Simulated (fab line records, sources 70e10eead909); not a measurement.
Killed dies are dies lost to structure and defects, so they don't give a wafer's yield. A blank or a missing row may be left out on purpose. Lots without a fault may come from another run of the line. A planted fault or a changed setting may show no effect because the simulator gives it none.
A struck lot beside a sound one | flow nand_harc | 16 steps out of a route of 1159
Sound: wafers L498.3, L498.5, L498.6. Struck: wafers L514.2, L514.3, L514.4. The cause comes at the end.
At each step with rows: each side's tool, then ch and its chambers, then its first start. Under that, the readings that differ: sound wafers | struck wafers | difference of the means | sigmas: that difference in standard deviations of wafers without a fault.
alike: readings whose means differ by less than 2 such deviations, and words and numbers that are the same on both sides. not compared: withheld readings, readings that some wafer has no value for, bounds like >300 that may hide the same value, and numbers for which the record gives no deviation and whose values overlap.
The two part at a step that has a row with sigmas, a row that says differs or no value, or rows on one side only. Numbers that don't overlap but have no deviation are shown without sigmas and don't part them. A reading that every wafer of one side lacks parts them only if that side has two wafers or more.

first, 2 steps without rows for these wafers: NHARC_A_M1_ETCH_35 (etches the open film in N2/H2, target depth 40 nm, overetch 12 nm, time 43.94 s); NHARC_A_M1_ETCH_15 (etches the open film in C4F8/Ar, target depth 182.5 nm, time 91.2 s).
NHARC_A_M1_CD_MEAS_16:
  sound on cd_sem-01, day 17 19:35; struck on cd_sem-01, day 21 22:48
  alike: cd_nm
then, 1 step without rows for these wafers: NHARC_A_M1_STRIP_18 (strips in N2/H2).
NHARC_A_M1_ETCH_28: etches the open film in CF4/N2, target depth 30 nm, time 72.99 s.
  sound on rie_diel-08 ch 2,3; struck on rie_diel-03 ch 1,2
  alike: chamber_pressure_mTorr, drypump_motor_current_A, mfc_ar_sccm, oes_product_au, rf_vpp_V, showerhead_plenum_p_Torr, throttle_valve_pct
  not compared: rf_hours_counter_h
then, 1 step without rows for these wafers: NHARC_A_M1_STRIP_19 (strips in post etch residue remover, time 600 s).
NHARC_A_M1_DEGAS_29: time 60 s.
  sound on pvd_sputter-02, day 17 20:18; struck on pvd_sputter-02, day 21 23:34
  alike: heater_power_w
NHARC_A_M1_PRE_CLEAN_30: time 30 s.
  sound on pvd_sputter-02; struck on pvd_sputter-02
  alike: heater_power_w
then, 1 step without rows for these wafers: NHARC_A_M1_PVD_20 (deposits TaN, target thk 5 nm, time 8.06 s).
NHARC_A_M1_PVD_21: deposits Cu, target thk 30 nm, time 20.49 s.
  sound on pvd_sputter-02; struck on pvd_sputter-02
  alike: chamber_pressure_pa, throttle_valve_pct
then, 1 step without rows for these wafers: NHARC_A_M1_ECD_22 (material Cu, target thk 400 nm).
NHARC_A_M1_ANNEAL_31: time 90 s.
  sound on rtp_anneal-02 ch 0, day 17 21:10; struck on rtp_anneal-02 ch 0, day 22 00:22
  alike: wafer_temp_C_max
NHARC_A_M1_CMP_23: polishes, t overpolish 20 s, target thk 154.34 nm.
  sound on cmp-01 ch 1,2, day 17 21:24; struck on cmp-03 ch 0,1,2, day 22 00:40
  no value came back on the struck wafers for edge_zone_pressure_frac, motor_current_A (A), time_to_endpoint_s (s); on the sound wafers edge_zone_pressure_frac reads 0.999 0.994 0.992
NHARC_A_M1_THK_MEAS_24: measures by xrf.
  sound on film_metro-01, day 17 21:43; struck on film_metro-01, day 22 00:59
  reading     | sound             | struck            | difference | sigmas
  thk_nm (nm) | 154.3 155.9 155.3 | 399.2 404.0 400.2 | +246.0     | +99 or more
then, 1 step without rows for these wafers: NHARC_A_M1_SRD_25.
-- the record jumps here: 3 days lie between the struck wafers' starts before and after (it left off in module A_M1 and takes up again in module END, whose first step shown is number 1159 of the route) --
NHARC_END_SORT_01:
  the record has rows for the struck wafers here (prober-02 ch 0, day 24 13:23) and none for the sound ones

WHERE THEY PART
First at NHARC_A_M1_CMP_23; last, within this record, at NHARC_END_SORT_01.

WHY: what the simulator had put in
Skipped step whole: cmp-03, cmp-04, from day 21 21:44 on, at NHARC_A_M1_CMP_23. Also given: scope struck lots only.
